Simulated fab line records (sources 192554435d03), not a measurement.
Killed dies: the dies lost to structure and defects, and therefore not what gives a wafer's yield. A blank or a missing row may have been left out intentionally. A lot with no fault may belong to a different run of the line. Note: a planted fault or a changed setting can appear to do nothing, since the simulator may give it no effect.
Problem report, 8D (eight disciplines) form, completed by code / flow n5-finfet / the parts of the form that need people (team, actions taken, sign-off) are left out

## 1. WHAT WENT WRONG
Wafers without a fault read 26.0 s, standard deviation 0.38; etch-rf-on-time-s at N5_BEOL_M4_ETCH_63 reads a mean of 17.1 s on 6 wafers belonging to 2 lots. Measured from the usual mean, that is -23 standard deviations.
The step: etches SiARC in CF4, target depth 15.6 nm, time 26 s.
Earliest sighting: wafer L900.1 on rie-diel-05 at day 9 01:58. The record holds 27 wafers of 9 lots with a number at this step. The rule behind "out" and "out of limits": a value lying over 4 standard deviations away from the usual mean. All remaining wafers that have a number are taken as sound.

## 2. WHAT IT IS; WHAT IT IS NOT
question=which readings at this step | is=etch-rf-on-time-s | is not=drypump-motor-current-A, showerhead-plenum-p-Torr, throttle-valve-pct
question=which lots | is=L900, L903 | is not=L896, L907, L910, L912, L915, L916, L918
question=which wafers of those lots | is=all that have a number | is not=-
question=read on which tools | is=rie-diel-05 | is not=rie-diel-03, rie-diel-04
question=when | is=from day 9 01:58 | is not=up to then (3 sound wafers); but 18 sound wafers of L907, L910, L912, L915, L916, L918 came after

## 3. SUSPECTS, AND WHAT RULES EACH OUT
Counting: a tool at a process step up to the reading stays a suspect if it ran every lot that is out and no sound lot after the first of them.
- pvd-sputter-03 at N5_BEOL_M3_ANNEAL_95 (time 240 s): ruled out as a lasting fault. Sound lots L910, L912 ran on it after its first lot that is out, L900 (day 8 21:27).
- rie-diel-05 at N5_BEOL_M4_ETCH_63 (etches SiARC in CF4, target depth 15.6 nm, time 26 s): ruled out as a lasting fault. Sound lots L916 ran on it after its first lot that is out, L900 (day 9 01:58).
Left after counting: nothing in the record.

## 4. THE CAUSE (what the simulator had put in)
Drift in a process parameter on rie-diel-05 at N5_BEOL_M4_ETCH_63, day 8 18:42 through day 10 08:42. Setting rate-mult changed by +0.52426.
Counting ruled it out, wrongly.

## 5. THE CHAIN OF EFFECTS, in route order
Rows list readings where the struck wafers' mean (over those with a number) sits beyond 3 standard deviations from the usual. Only readings whose record carries a usual standard deviation are examined. hours: median over the lots of the time between each lot's start at the first step of this table that gives one and its start at this step. sigmas: the change, counted in usual standard deviations.
hours=0; step=N5_BEOL_M4_ETCH_63; reading=etch-rf-on-time-s; usual=26.0 s; on struck wafers=17.1; change=-8.9; sigmas=-23
It contains these process steps:
- N5_BEOL_M4_ETCH_63: etches SiARC in CF4, target depth 15.6 nm, time 26 s.
At these later measuring or inspecting steps, every struck wafer for which the step has a row has a number for every such reading, and none has moved that far: N5_BEOL_M4_RC_MEAS_101.

## 6. WHAT WOULD HAVE CAUGHT IT SOONER
First out-of-limits reading in this record: day 9 01:58, which is 7 hours after fault onset at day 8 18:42.
